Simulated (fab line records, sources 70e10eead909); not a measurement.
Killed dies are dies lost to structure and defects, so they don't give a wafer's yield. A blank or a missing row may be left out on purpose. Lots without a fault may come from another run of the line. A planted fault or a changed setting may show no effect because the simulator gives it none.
Which tool did it? | flow nand_harc | 6 lots, 18 wafers sampled, at 3 steps of a route of 1302

WHAT THE GAUGES READ, wafer by wafer
NHARC_A_ONON_D1_THK_MEAS_21: measures by ellipsometry.
lot  | measured     | on            | thk_nm (nm)
L347 | day 8 20:23  | film_metro-01 | 991 989 991
L346 | day 9 14:09  | film_metro-02 | 1004 1004 1004
L351 | day 11 00:47 | film_metro-02 | 1010 1008 1011
L354 | day 11 14:24 | film_metro-02 | 998 998 997
L356 | day 12 14:53 | film_metro-01 | 1001 1001 1001
L362 | day 15 09:19 | film_metro-01 | 631 633 631 633 632 633

WHICH TOOL RAN EACH LOT (tool, then ch and the chambers of the sampled wafers, then the start)
lot  | NHARC_A_ZERO_WELL_RTA_16         | NHARC_A_ONON_D1_DEP_19
L347 | rtp_anneal-02 ch 0, day 7 12:20  | pecvd_onon-02 ch 0, day 8 19:53
L346 | rtp_anneal-02 ch 0, day 8 05:48  | pecvd_onon-01 ch 0, day 9 13:46
L351 | rtp_anneal-02 ch 0, day 9 00:47  | pecvd_onon-02 ch 0, day 11 00:20
L354 | rtp_anneal-02 ch 0, day 10 07:05 | pecvd_onon-02 ch 0, day 11 13:53
L356 | rtp_anneal-02 ch 0, day 11 05:47 | pecvd_onon-03 ch 0, day 12 14:23
L362 | rtp_anneal-01 ch 0, day 14 02:01 | pecvd_onon-01 ch 0, day 15 08:52
- NHARC_A_ZERO_WELL_RTA_16: time 10 s.
- NHARC_A_ONON_D1_DEP_19: target thk 1000 nm.

THE ANSWER, worked out from the rows above alone
Rule: what is usual is taken from the lots themselves. Put in order of their means at a reading, lots are off if they are a third of the lots or fewer, leave a main group of 4 or more, and stand apart from it by a gap of 3 or more times the standard deviation of the main group's means; of several such gaps the widest counts. A main group whose means are all the same, to the digits that the tables above print for the reading, isn't used. A lot without any number at a reading at which 4 lots or more have one is off too. The other lots that the step has rows for count as sound.
Off: L362, at NHARC_A_ONON_D1_THK_MEAS_21 (thk_nm). The main group: mean 1001 nm, standard deviation 6.4.
A tool fits if, at a process step before that reading, it ran every lot that is off, and no sound lot after the first of them. The gauges at NHARC_A_ONON_D1_THK_MEAS_21 are tried like those tools. Can't be told from this: 3 tools fit, rtp_anneal-01 at NHARC_A_ZERO_WELL_RTA_16, pecvd_onon-01 at NHARC_A_ONON_D1_DEP_19, film_metro-01 at NHARC_A_ONON_D1_THK_MEAS_21.

WHAT THE SIMULATOR HAD PUT IN
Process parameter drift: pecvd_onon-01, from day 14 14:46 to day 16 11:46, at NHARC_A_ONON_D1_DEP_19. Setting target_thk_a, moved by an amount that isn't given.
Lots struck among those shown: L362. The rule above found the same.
